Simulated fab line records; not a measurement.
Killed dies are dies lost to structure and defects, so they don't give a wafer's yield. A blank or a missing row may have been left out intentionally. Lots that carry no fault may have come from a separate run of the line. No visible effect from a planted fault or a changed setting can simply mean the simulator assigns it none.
Struck lot and sound lot, side by side -- flow n5_finfet -- 14 steps out of a route of 1938
Sound: the wafers L552.2, L552.3, L552.5. Wafers struck: L541.1, L541.4. At the end, the cause is stated.
Per side, at each step with rows, come the tool, then ch with its chambers, and then its first start. Under that, the readings that differ: sound wafers -- struck wafers -- difference of the means -- sigmas: that difference in standard deviations of wafers without a fault.
alike: words and numbers the same on both sides, and readings whose means are apart by under 2 such deviations; not compared: readings that were withheld, readings missing a value for some wafer, numbers with overlapping values and no deviation given by the record, and bounds like >300 which may hide the same value.
A row with sigmas, a row that says differs or no value, or rows on one side alone: a step with any of these is where the two part. Numbers that have no deviation but don't overlap get no sigmas and don't part them. Lack of a reading on every wafer of one side parts them only where that side has two or more wafers.

first, 8 steps without rows for these wafers: N5_BEOL_M8_COAT_59 (time 60 s, resist thk 100 nm); N5_BEOL_M8_COAT_60 (time 60 s, resist thk 35 nm); N5_BEOL_M8_COAT_05 (resist thk 90 nm); N5_BEOL_M8_EBR_07; N5_BEOL_M8_SOFTBAKE_06 (time 60 s); N5_BEOL_M8_EXPOSE_08 (exposes mask M8); N5_BEOL_M8_PEB_09 (peb time 60 s); N5_BEOL_M8_DEVELOP_10 (develop time 30 s).
N5_BEOL_M8_CD_MEAS_11 targets a cd of 38.5 nm.
  sound on cd_sem-02 ch 0, day 13 14:02; struck on cd_sem-03 ch 0, day 10 13:59
  alike: cd_nm
N5_BEOL_M8_OVL_MEAS_12:
  sound on overlay-01 ch 0, day 13 14:04; struck on overlay-02 ch 0, day 10 14:01
  alike: M8_OVL
N5_BEOL_M8_INSPECT_13: inspects for defects (brightfield).
  sound on defect_inspect-02, day 13 14:05; struck on defect_inspect-02, day 10 14:02
  alike: raw_defect_count
N5_BEOL_M8_DESCUM_16: chemistry O2, time 7.9 s.
  sound on rie_diel-03 ch 1,2, day 13 14:07; struck on rie_diel-04 ch 0, day 10 14:15
reading,sound,struck,difference,sigmas
drypump_motor_current_A (A),6.3 5.4 6.3,4.8 4.8,-1.2,-3
  alike: o2_flow_sccm, oes_product_au, rf_vpp_V, showerhead_plenum_p_Torr, throttle_valve_pct
  not compared: rf_hours_counter_h
N5_BEOL_M8_ETCH_61: etches SiARC in CF4, target depth 45.5 nm, time 75.8 s.
  sound on rie_diel-03 ch 1,2, day 13 14:10; struck on rie_diel-04 ch 0, day 10 14:17
reading,sound,struck,difference,sigmas
drypump_motor_current_A (A),6.3 5.4 6.3,4.8 4.8,-1.2,-3
etch_rf_on_time_s (s),77.8 72.7 76.8,44.7 45.2,-30.8,-12
oes_product_au (a.u.),0.66 0.81 0.67,0.97 0.96,+0.25,+3
  alike: rf_vpp_V, showerhead_plenum_p_Torr, throttle_valve_pct
  not compared: rf_hours_counter_h
N5_BEOL_M8_ETCH_62: etches SOC in N2/H2, target depth 110 nm, overetch 22 nm, time 165 s.
  sound on rie_diel-03 ch 1,2, day 13 14:13; struck on rie_diel-04 ch 0, day 10 14:20
reading,sound,struck,difference,sigmas
drypump_motor_current_A (A),6.3 5.4 6.3,4.8 4.8,-1.2,-3
  alike: oes_product_au, rf_vpp_V, showerhead_plenum_p_Torr, throttle_valve_pct
  not compared: rf_hours_counter_h

WHERE THEY PART
First at N5_BEOL_M8_DESCUM_16; last, within this record, at N5_BEOL_M8_ETCH_62.

WHY: what the simulator had put in
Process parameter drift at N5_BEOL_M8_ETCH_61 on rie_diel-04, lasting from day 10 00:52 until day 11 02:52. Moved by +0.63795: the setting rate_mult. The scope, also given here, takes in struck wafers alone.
